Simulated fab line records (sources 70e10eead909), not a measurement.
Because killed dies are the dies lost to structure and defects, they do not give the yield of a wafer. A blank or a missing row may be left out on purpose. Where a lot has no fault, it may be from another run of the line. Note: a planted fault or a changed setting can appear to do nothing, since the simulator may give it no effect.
What tool caused it?    flow nandHarc    Sampling: 24 lots, 72 wafers, 6 of 1302 route steps

WHAT THE GAUGES SHOWED, per wafer
No reading from a measuring or inspecting step in the record can be judged against a usual standard deviation.

WHICH TOOL RAN EACH LOT (tool, then ch and the chambers of the sampled wafers, then the start)
lot   NHARC_A_WL_FILL_RTA_01           NHARC_A_WL_FILL_ETCHBACK_16                   NHARC_A_CONTACT_ETCH_113            NHARC_A_CONTACT_ETCH_114            NHARC_A_CONTACT_ETCH_90            NHARC_A_CONTACT_DEP_57
L075  rtpAnneal-01 ch 0, day 20 08:55  rieDiel-06 ch 0,2, day 21 16:35 or earlier    harCapEtch-01 ch 0,1, day 21 16:35  harCapEtch-01 ch 0,1, day 21 16:45  rieDiel-10 ch 0,1,3, day 21 19:14  aclDep-03 ch 0, day 21 21:39
L074  rtpAnneal-01 ch 0, day 20 09:05  rieDiel-05 ch 0,2,3, day 21 12:26 or earlier  harCapEtch-02 ch 0, day 21 12:26    harCapEtch-02 ch 0, day 21 12:37    rieDiel-10 ch 0,2,3, day 21 15:08  aclDep-03 ch 0, day 21 18:26
L076  rtpAnneal-01 ch 0, day 20 19:52  rieDiel-04 ch 2,3, day 22 01:33 or earlier    harCapEtch-03 ch 0,1, day 22 01:33  harCapEtch-03 ch 0,1, day 22 01:43  rieDiel-13 ch 0,3, day 22 04:10    aclDep-03 ch 0, day 22 06:23
L077  rtpAnneal-01 ch 0, day 21 23:05  rieDiel-05 ch 0,3, day 23 04:43 or earlier    harCapEtch-02 ch 0,1, day 23 04:43  harCapEtch-02 ch 0,1, day 23 04:53  rieDiel-13 ch 2,3, day 23 07:24    aclDep-03 ch 0, day 23 10:23
L079  rtpAnneal-02 ch 0, day 22 04:19  rieDiel-04 ch 0,1,3, day 23 04:41 or earlier  harCapEtch-03 ch 0,1, day 23 04:41  harCapEtch-03 ch 0,1, day 23 04:55  rieDiel-13 ch 1,2,3, day 23 08:10  aclDep-02 ch 0, day 23 11:26
L078  rtpAnneal-02 ch 0, day 22 11:10  rieDiel-04 ch 0,1,2, day 23 13:02 or earlier  harCapEtch-01 ch 0,1, day 23 13:02  harCapEtch-01 ch 0,1, day 23 13:12  rieDiel-13 ch 1,3, day 23 15:38    aclDep-03 ch 0, day 23 17:53
L080  rtpAnneal-01 ch 0, day 22 23:15  rieDiel-05 ch 0,2,3, day 24 00:47 or earlier  harCapEtch-03 ch 0,1, day 24 00:47  harCapEtch-03 ch 0,1, day 24 00:58  rieDiel-11 ch 0,2,3, day 24 03:25  aclDep-02 ch 0, day 24 08:11
L081  rtpAnneal-02 ch 0, day 23 18:46  rieDiel-04 ch 0,1,3, day 24 22:01 or earlier  harCapEtch-02 ch 0,1, day 24 22:01  harCapEtch-02 ch 0,1, day 24 22:14  rieDiel-11 ch 2,3, day 25 01:32    aclDep-02 ch 0, day 25 06:51
L082  rtpAnneal-01 ch 0, day 23 18:46  rieDiel-05 ch 0,1,3, day 24 22:38 or earlier  harCapEtch-03 ch 0,1, day 24 22:38  harCapEtch-03 ch 0,1, day 24 22:48  rieDiel-10 ch 0,1,2, day 25 01:17  aclDep-01 ch 0, day 25 04:53
L084  rtpAnneal-01 ch 0, day 24 02:40  rieDiel-05 ch 1,2,3, day 25 06:01 or earlier  harCapEtch-03 ch 0,1, day 25 06:01  harCapEtch-03 ch 0,1, day 25 06:11  rieDiel-13 ch 1,3, day 25 08:39    aclDep-02 ch 0, day 25 11:07
L083  rtpAnneal-02 ch 0, day 24 02:49  rieDiel-06 ch 1,2,3, day 25 05:33 or earlier  harCapEtch-01 ch 0,1, day 25 05:33  harCapEtch-01 ch 0,1, day 25 05:43  rieDiel-13 ch 0,1,3, day 25 08:14  aclDep-01 ch 0, day 25 10:00
L085  rtpAnneal-02 ch 0, day 25 02:05  rieDiel-04 ch 1,2,3, day 26 07:16 or earlier  harCapEtch-03 ch 0,1, day 26 07:16  harCapEtch-03 ch 0,1, day 26 07:26  rieDiel-11 ch 0,2,3, day 26 09:59  aclDep-03 ch 0, day 26 13:41
L086  rtpAnneal-02 ch 0, day 25 04:27  rieDiel-04 ch 1,2,3, day 26 10:29 or earlier  harCapEtch-02 ch 0,1, day 26 10:29  harCapEtch-02 ch 0,1, day 26 10:39  rieDiel-13 ch 0,1, day 26 13:06    aclDep-01 ch 0, day 26 16:56
L088  rtpAnneal-02 ch 0, day 25 20:56  rieDiel-06 ch 0,1,2, day 27 03:29 or earlier  harCapEtch-02 ch 0,1, day 27 03:29  harCapEtch-02 ch 0,1, day 27 03:39  rieDiel-11 ch 0,2,3, day 27 06:11  aclDep-03 ch 0, day 27 07:53
L087  rtpAnneal-01 ch 0, day 25 23:41  rieDiel-04 ch 1,3, day 27 04:09 or earlier    harCapEtch-01 ch 0,1, day 27 04:09  harCapEtch-01 ch 0,1, day 27 04:19  rieDiel-13 ch 0,1,2, day 27 06:48  aclDep-01 ch 0, day 27 09:02
L089  rtpAnneal-02 ch 0, day 26 02:50  rieDiel-06 ch 1,2,3, day 27 06:05 or earlier  harCapEtch-02 ch 0,1, day 27 06:05  harCapEtch-02 ch 0,1, day 27 06:16  rieDiel-11 ch 1,2,3, day 27 08:47  aclDep-03 ch 0, day 27 11:07
L091  rtpAnneal-01 ch 0, day 27 03:22  rieDiel-06 ch 0,1, day 28 06:31 or earlier    harCapEtch-03 ch 0,1, day 28 06:31  harCapEtch-03 ch 0,1, day 28 06:41  rieDiel-13 ch 1,3, day 28 09:08    aclDep-01 ch 0, day 28 11:54
L090  rtpAnneal-02 ch 0, day 27 05:21  rieDiel-04 ch 0,1, day 28 05:21 or earlier    harCapEtch-01 ch 0,1, day 28 05:21  harCapEtch-01 ch 0,1, day 28 05:31  rieDiel-11 ch 2,3, day 28 07:58    aclDep-02 ch 0, day 28 10:50
L093  rtpAnneal-01 ch 0, day 27 20:51  rieDiel-06 ch 0,3, day 28 23:33 or earlier    harCapEtch-03 ch 0,1, day 28 23:33  harCapEtch-03 ch 0,1, day 28 23:43  rieDiel-10 ch 0,1, day 29 02:13    aclDep-01 ch 0, day 29 03:38
L092  rtpAnneal-01 ch 0, day 27 23:10  rieDiel-05 ch 0,1,3, day 29 01:08 or earlier  harCapEtch-01 ch 0,1, day 29 01:08  harCapEtch-01 ch 0,1, day 29 01:19  rieDiel-13 ch 0,1,3, day 29 03:47  aclDep-03 ch 0, day 29 06:38
L094  rtpAnneal-02 ch 0, day 28 07:19  rieDiel-04 ch 1,3, day 29 12:08 or earlier    harCapEtch-01 ch 1, day 29 12:08    harCapEtch-01 ch 1, day 29 12:17    rieDiel-13 ch 1,2,3, day 29 14:51  aclDep-01 ch 0, day 29 17:23
L095  rtpAnneal-01 ch 0, day 28 22:51  rieDiel-04 ch 2,3, day 30 01:17 or earlier    harCapEtch-03 ch 0,1, day 30 01:17  harCapEtch-03 ch 0,1, day 30 01:28  rieDiel-11 ch 2,3, day 30 04:00    aclDep-02 ch 0, day 30 08:00
L097  rtpAnneal-01 ch 0, day 29 06:38  rieDiel-04 ch 0,2,3, day 30 10:33 or earlier  harCapEtch-01 ch 0,1, day 30 10:33  harCapEtch-01 ch 0,1, day 30 10:43  rieDiel-13 ch 1,2, day 30 13:21    aclDep-01 ch 0, day 30 14:31
L096  rtpAnneal-02 ch 0, day 29 06:41  rieDiel-06 ch 0,2, day 30 12:01 or earlier    harCapEtch-03 ch 0, day 30 12:01    harCapEtch-03 ch 0, day 30 12:11    rieDiel-13 ch 0,2,3, day 30 14:41  aclDep-03 ch 0, day 30 17:23
- NHARC_A_WL_FILL_RTA_01: time 5 s.
- NHARC_A_WL_FILL_ETCHBACK_16: etches the open film in C4F8/O2/Ar, target depth 120 nm, time 24 s.
- NHARC_A_CONTACT_ETCH_113: etches the open film in C4F8/O2/Ar, time 190 s, target depth 1850 nm.
- NHARC_A_CONTACT_ETCH_114: etches the open film in C4F8/O2/Ar, time 190 s, target depth 1850 nm.
- NHARC_A_CONTACT_ETCH_90: etches the open film in CH3F/O2, target depth 40 nm, time 85.7 s.
- NHARC_A_CONTACT_DEP_57: deposits aC, target thk 5300 nm.

AS READ BY THE TOOLS THEMSELVES (means over the sampled wafers that have a number; for cases with no such wafer, the mark the record gives instead)
NHARC_A_WL_FILL_RTA_01. Usual: lampPowerPct 31.8 %, standard deviation 0.65; lamp_zone_6_pct 31.7 %, standard deviation 0.66; wafer_temp_C_max 1003.6, standard deviation 1.4.
lot   tool          lampPowerPct (%)  lamp_zone_6_pct (%)  wafer_temp_C_max  flag
L075  rtpAnneal-01  31.2              31.1                 1002.2            
L074  rtpAnneal-01  31.2              31.1                 1002.6            
L076  rtpAnneal-01  31.2              31.1                 1002.7            
L077  rtpAnneal-01  31.2              31.1                 1002.4            
L079  rtpAnneal-02  32.5              32.4                 1004.9            
L078  rtpAnneal-02  32.5              32.5                 1003.5            
L080  rtpAnneal-01  31.2              31.1                 1002.2            
L081  rtpAnneal-02  32.5              32.4                 1004.5            
L082  rtpAnneal-01  31.2              31.1                 1002.9            
L084  rtpAnneal-01  31.2              31.1                 1002.2            
L083  rtpAnneal-02  32.5              32.4                 1004.9            
L085  rtpAnneal-02  32.6              32.5                 1005.3            
L086  rtpAnneal-02  32.5              32.4                 1004.7            
L088  rtpAnneal-02  32.5              32.4                 1005.2            
L087  rtpAnneal-01  31.2              31.1                 1002.6            
L089  rtpAnneal-02  32.5              32.4                 1004.9            
L091  rtpAnneal-01  31.2              31.1                 1002.6            
L090  rtpAnneal-02  32.5              32.4                 1005.1            
L093  rtpAnneal-01  31.1              31.1                 1002.4            
L092  rtpAnneal-01  31.2              31.1                 1003.4            
L094  rtpAnneal-02  32.5              32.4                 1004.7            
L095  rtpAnneal-01  31.2              31.1                 1002.8            
L097  rtpAnneal-01  31.2              31.1                 1002.9            
L096  rtpAnneal-02  32.5              32.4                 1005.6            

NHARC_A_WL_FILL_ETCHBACK_16. Usual: chamberPressureMTorr 25.000 mTorr, standard deviation 0.021; oesProductAu 0.97 a.u., standard deviation 0.036; rfVppV 727 V, standard deviation 3.1.
lot   tool        chamberPressureMTorr (mTorr)  oesProductAu (a.u.)  rfVppV (V)  flag
L075  rieDiel-06  24.976                        0.92                 724         
L074  rieDiel-05  25.003                        0.99                 728         
L076  rieDiel-04  25.009                        0.92                 728         
L077  rieDiel-05  25.011                        0.92                 727         
L079  rieDiel-04  24.993                        1.00                 728         
L078  rieDiel-04  25.014                        1.00                 729         
L080  rieDiel-05  24.999                        0.94                 728         
L081  rieDiel-04  25.024                        1.01                 728         
L082  rieDiel-05  24.988                        1.00                 726         
L084  rieDiel-05  25.013                        0.93                 726         
L083  rieDiel-06  25.002                        0.93                 724         
L085  rieDiel-04  24.993                        0.97                 729         
L086  rieDiel-04  25.012                        0.98                 728         
L088  rieDiel-06  24.986                        0.98                 722         
L087  rieDiel-04  24.992                        1.01                 728         
L089  rieDiel-06  24.995                        1.01                 725         
L091  rieDiel-06  25.001                        0.92                 720         
L090  rieDiel-04  24.999                        1.02                 729         
L093  rieDiel-06  24.994                        0.93                 721         
L092  rieDiel-05  25.001                        0.99                 728         
L094  rieDiel-04  24.976                        0.99                 727         
L095  rieDiel-04  24.984                        0.98                 728         
L097  rieDiel-04  25.009                        0.99                 727         
L096  rieDiel-06  24.957                        1.00                 724         

NHARC_A_CONTACT_ETCH_113. Usual: 20.001 mTorr for chamberPressureMTorr, sd 0.02.
lot   tool           chamberPressureMTorr (mTorr)  flag
L075  harCapEtch-01  20.004                        
L074  harCapEtch-02  20.004                        
L076  harCapEtch-03  19.999                        
L077  harCapEtch-02  20.001                        
L079  harCapEtch-03  19.995                        
L078  harCapEtch-01  20.007                        
L080  harCapEtch-03  20.018                        
L081  harCapEtch-02  19.995                        
L082  harCapEtch-03  19.999                        
L084  harCapEtch-03  20.023                        
L083  harCapEtch-01  19.994                        
L085  harCapEtch-03  20.014                        
L086  harCapEtch-02  20.003                        
L088  harCapEtch-02  19.994                        
L087  harCapEtch-01  20.014                        
L089  harCapEtch-02  20.004                        
L091  harCapEtch-03  19.996                        
L090  harCapEtch-01  19.987                        
L093  harCapEtch-03  19.999                        
L092  harCapEtch-01  20.017                        
L094  harCapEtch-01  20.021                        
L095  harCapEtch-03  19.994                        
L097  harCapEtch-01  19.994                        
L096  harCapEtch-03  19.979                        

NHARC_A_CONTACT_ETCH_114. Usual: 20.001 mTorr for chamberPressureMTorr, sd 0.018.
lot   tool           chamberPressureMTorr (mTorr)  flag
L075  harCapEtch-01  20.008                        
L074  harCapEtch-02  20.009                        
L076  harCapEtch-03  20.015                        
L077  harCapEtch-02  19.987                        
L079  harCapEtch-03  19.988                        
L078  harCapEtch-01  20.004                        
L080  harCapEtch-03  20.005                        
L081  harCapEtch-02  19.989                        
L082  harCapEtch-03  20.011                        
L084  harCapEtch-03  20.004                        
L083  harCapEtch-01  19.990                        
L085  harCapEtch-03  19.986                        
L086  harCapEtch-02  20.011                        
L088  harCapEtch-02  19.988                        
L087  harCapEtch-01  19.989                        
L089  harCapEtch-02  19.990                        
L091  harCapEtch-03  19.998                        
L090  harCapEtch-01  19.997                        
L093  harCapEtch-03  19.994                        
L092  harCapEtch-01  19.991                        
L094  harCapEtch-01  20.022                        
L095  harCapEtch-03  20.002                        
L097  harCapEtch-01  20.021                        
L096  harCapEtch-03  20.011                        

NHARC_A_CONTACT_ETCH_90. Usual: chamberPressureMTorr 24.997 mTorr, standard deviation 0.024; drypumpMotorCurrentA 5.8 A, standard deviation 0.53; oesProductAu 0.96 a.u., standard deviation 0.039; rfVppV 243.9 V, standard deviation 1.8; showerheadPlenumPTorr 2.42 Torr, standard deviation 0.12; throttleValvePct 20.663 %, standard deviation 0.009.
lot   tool        chamberPressureMTorr (mTorr)  drypumpMotorCurrentA (A)  oesProductAu (a.u.)  rfVppV (V)  showerheadPlenumPTorr (Torr)  throttleValvePct (%)  flag
L075  rieDiel-10  24.978                        6.2                       0.93                 243.3       2.43                          20.671                
L074  rieDiel-10  24.992                        6.0                       0.94                 245.3       2.52                          20.663                
L076  rieDiel-13  25.007                        6.1                       1.01                 244.6       2.52                          20.667                
L077  rieDiel-13  25.000                        5.6                       0.92                 242.5       2.33                          20.655                
L079  rieDiel-13  25.018                        5.4                       1.00                 242.5       2.32                          20.661                
L078  rieDiel-13  24.991                        5.2                       0.92                 243.5       2.31                          20.667                
L080  rieDiel-11  24.993                        5.7                       0.93                 244.8       2.48                          20.666                
L081  rieDiel-11  24.990                        5.8                       0.92                 243.4       2.40                          20.656                
L082  rieDiel-10  25.005                        6.0                       0.93                 244.6       2.47                          20.660                
L084  rieDiel-13  24.978                        5.1                       0.93                 242.7       2.31                          20.657                
L083  rieDiel-13  24.994                        5.6                       1.00                 243.7       2.41                          20.661                
L085  rieDiel-11  24.997                        5.7                       0.92                 245.1       2.48                          20.669                
L086  rieDiel-13  24.998                        6.0                       0.92                 244.5       2.50                          20.664                
L088  rieDiel-11  24.990                        5.7                       1.02                 244.3       2.47                          20.663                
L087  rieDiel-13  25.017                        5.9                       0.93                 243.6       2.40                          20.674                
L089  rieDiel-11  25.011                        6.1                       0.94                 244.7       2.44                          20.656                
L091  rieDiel-13  24.972                        5.2                       0.92                 242.4       2.30                          20.666                
L090  rieDiel-11  24.998                        6.1                       1.01                 244.2       2.44                          20.653                
L093  rieDiel-10  24.999                        6.2                       1.00                 244.6       2.37                          20.654                
L092  rieDiel-13  25.027                        5.6                       0.92                 243.5       2.41                          20.661                
L094  rieDiel-13  25.020                        5.4                       0.99                 242.4       2.31                          20.656                
L095  rieDiel-11  24.964                        6.0                       1.01                 244.3       2.43                          20.653                
L097  rieDiel-13  25.008                        5.4                       1.00                 242.7       2.30                          20.671                
L096  rieDiel-13  25.008                        5.9                       0.99                 243.2       2.41                          20.665                

NHARC_A_CONTACT_DEP_57. Usual: 35.001 % for throttleValvePct, sd 0.01.
lot   tool       throttleValvePct (%)  flag
L075  aclDep-03  35.000                
L074  aclDep-03  35.003                
L076  aclDep-03  34.993                
L077  aclDep-03  34.992                
L079  aclDep-02  35.009                
L078  aclDep-03  34.995                
L080  aclDep-02  34.994                
L081  aclDep-02  35.001                
L082  aclDep-01  35.000                
L084  aclDep-02  35.001                
L083  aclDep-01  34.999                
L085  aclDep-03  35.001                
L086  aclDep-01  35.002                
L088  aclDep-03  34.999                
L087  aclDep-01  35.002                
L089  aclDep-03  34.999                
L091  aclDep-01  34.998                
L090  aclDep-02  34.994                
L093  aclDep-01  34.992                
L092  aclDep-03  34.993                
L094  aclDep-01  35.001                
L095  aclDep-02  34.999                
L097  aclDep-01  35.001                
L096  aclDep-03  35.011                

THE ANSWER, worked out from the rows above alone
Rule: a lot counts as off when the mean over its wafers that have a number is more than 3 standard deviations away from the usual mean. A lot without any number at a reading at which 4 lots or more have one is off too. The other lots that the step has rows for count as sound. The gauges are gone through in route order, then the tools' own readings, and for those a lot's mean is taken as printed above. The first step at which some lot is off is used, and at that step the reading that is off furthest; a lot without a number counts as furthest.
Across all readings shown, no lot is off: no conclusion can be drawn from this.

WHAT THE SIMULATOR HAD PUT IN
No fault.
